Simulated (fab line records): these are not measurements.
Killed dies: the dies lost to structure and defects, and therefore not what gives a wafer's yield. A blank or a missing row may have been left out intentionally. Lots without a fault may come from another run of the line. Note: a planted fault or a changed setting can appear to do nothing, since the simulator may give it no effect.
Split-lot experiment    flow n5_finfet    21 wafers read from 7 lots, route of 1938 steps

THE SPLIT
At N5_BEOL_M13_TRENCH_ETCH_34 (etches SiOC in C4F8/O2/Ar, target depth 413.47 nm, time 162.6 s), the setting time_s was moved away from the recipe's 162.6 s on 4 of the 21 wafers read, by -13.0% to +20.8%. This setting was run at the recipe's value on the other wafers.

FROM THE SPLIT TO THE READING: what the file shows between them, 10 steps
- N5_BEOL_M13_STRIP_70: strips in C4F8/O2/Ar
- N5_BEOL_M13_OCD_MEAS_35
- N5_BEOL_M13_STRIP_37: strips in N2/H2
- N5_BEOL_M13_ETCH_38: etches SiCN in CF4/N2, target depth 67.5 nm, time 71.9 s
- N5_BEOL_M13_ECD_47: material Cu, target thk 936 nm
- N5_BEOL_M13_ANNEAL_48: time 90 s
- N5_BEOL_M13_CMP_49: polishes, stops on SiOC, t overpolish 17.1 s, target thk 420 nm
- N5_BEOL_M13_THK_MEAS_50: measures by xrf
- N5_BEOL_M13_PRE_CLEAN_52: time 15 s
- N5_BEOL_M13_DEP_53: deposits SiCN from 3MS/NH3, target thk 50 nm, time 17.8 s

THE READING
Measured at N5_BEOL_M13_RS_MEAS_54 by four-point probe: M13_RS, in ohm/sq. On this fab line, fault-free wafers typically give 0.0447 ohm/sq with a standard deviation of 0.00058 ohm/sq.

wafer   tool, chamber at the split  time_s as run, s  against the recipe  M13_RS, ohm/sq  against lot-mates on the recipe
L075.1  rie_diel-05, 0              196.4             +20.8%              0.0370          -0.0077
L075.2  rie_diel-05, 2              162.6             recipe              0.0447          -
L075.4  rie_diel-05, 3              196.4             +20.8%              0.0380          -0.0067
L084.4  rie_diel-05, 0              162.6             recipe              0.0443          -
L084.5  rie_diel-05, 1              162.6             recipe              0.0448          -
L084.6  rie_diel-05, 2              162.6             recipe              0.0444          -
L085.1  rie_diel-05, 0              162.6             recipe              0.0445          -
L085.3  rie_diel-05, 2              162.6             recipe              0.0448          -
L085.4  rie_diel-05, 3              141.5             -13.0%              0.0516          +0.0070
L090.1  rie_diel-02, 3              162.6             recipe              0.0456          -
L090.2  rie_diel-02, 2              162.6             recipe              0.0444          -
L090.3  rie_diel-02, 1              162.6             recipe              0.0452          -
L091.1  rie_diel-02, 3              162.6             recipe              0.0453          -
L091.2  rie_diel-02, 1              162.6             recipe              0.0441          -
L091.6  rie_diel-02, 0              162.6             recipe              0.0449          -
L089.1  rie_diel-02, 3              162.6             recipe              0.0452          -
L089.4  rie_diel-02, 2              162.6             recipe              0.0435          -
L089.5  rie_diel-02, 3              162.6             recipe              0.0454          -
L097.2  rie_diel-02, 0              178.3             +9.7%               0.0407          -0.0035
L097.3  rie_diel-02, 2              162.6             recipe              0.0439          -
L097.4  rie_diel-02, 1              162.6             recipe              0.0446          -

FIT RESULTS
A straight line over all 21 wafers: M13_RS changes by -0.000384 ohm/sq for each +1% of time_s; r = -0.97; the points scatter about the line by 0.00073 ohm/sq.
The same after taking each lot's own level away (the mean of its wafers on the recipe; 21 wafers): -0.000382 ohm/sq for each +1%; r = -0.97; scatter 0.00069 ohm/sq.
On that fit, the largest move of time_s shifts the reading by 0.0079 ohm/sq.
From 0.04425 to 0.04507 ohm/sq: that is the span of the lots' own levels, equal to 1.4 times the standard deviation above.
Hence the lot-to-lot level has little effect on the slope; both slopes agree.
Check: -0.00782 ohm/sq against its lot-mates is what the line predicts for one of the wafers moved furthest among these (+20.8%) when that wafer is left out of the fit. It came out at -0.0077 ohm/sq against them.

THESE WAFERS: OTHER SPLITS
Note: prior to the reading, these wafers also went through further splits. Each is held against what the fit with the lots' levels taken away leaves over:
other split on the same wafers  wafers away from the commonest value  r with M13_RS (lot level and that fit taken away)
N5_BEOL_M12_EXPOSE_07 dose_mj   4                                     +0.08
N5_BEOL_M13_ETCH_68 time_s      7                                     -0.12

THE WHOLE CHAIN: every reading that the file lists as answering this split, in the file's order
step                        what it does                                                     reading                                                                        change (the file's fit)                r (the file's)
N5_BEOL_M13_TRENCH_ETCH_34  etches SiOC in C4F8/O2/Ar, target depth 413.47 nm, time 162.6 s  etch.depth_nm (the simulator's own value, which no gauge read)                 +3.81 nm for each +1% of the setting   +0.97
N5_BEOL_M13_OCD_MEAS_35                                                                      trench_depth_nm                                                                +3.83 nm for each +1% of the setting   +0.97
N5_BEOL_M13_CMP_49          polishes, stops on SiOC, t overpolish 17.1 s, target thk 420 nm  Cu_of_BEOL_M13_ECD_47.thk_nm (the simulator's own value, which no gauge read)  +3.86 nm for each +1% of the setting   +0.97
N5_BEOL_M13_THK_MEAS_50     measures by xrf                                                  M13_THK                                                                        +3.77 for each +1% of the setting      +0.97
N5_BEOL_M13_RS_MEAS_54      measures by four-point-probe                                     M13_RS                                                                         -0.000395 for each +1% of the setting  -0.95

THE FILE'S OWN FIT
M13_RS changes by -0.000395 ohm/sq for each +1% of time_s, r = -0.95.
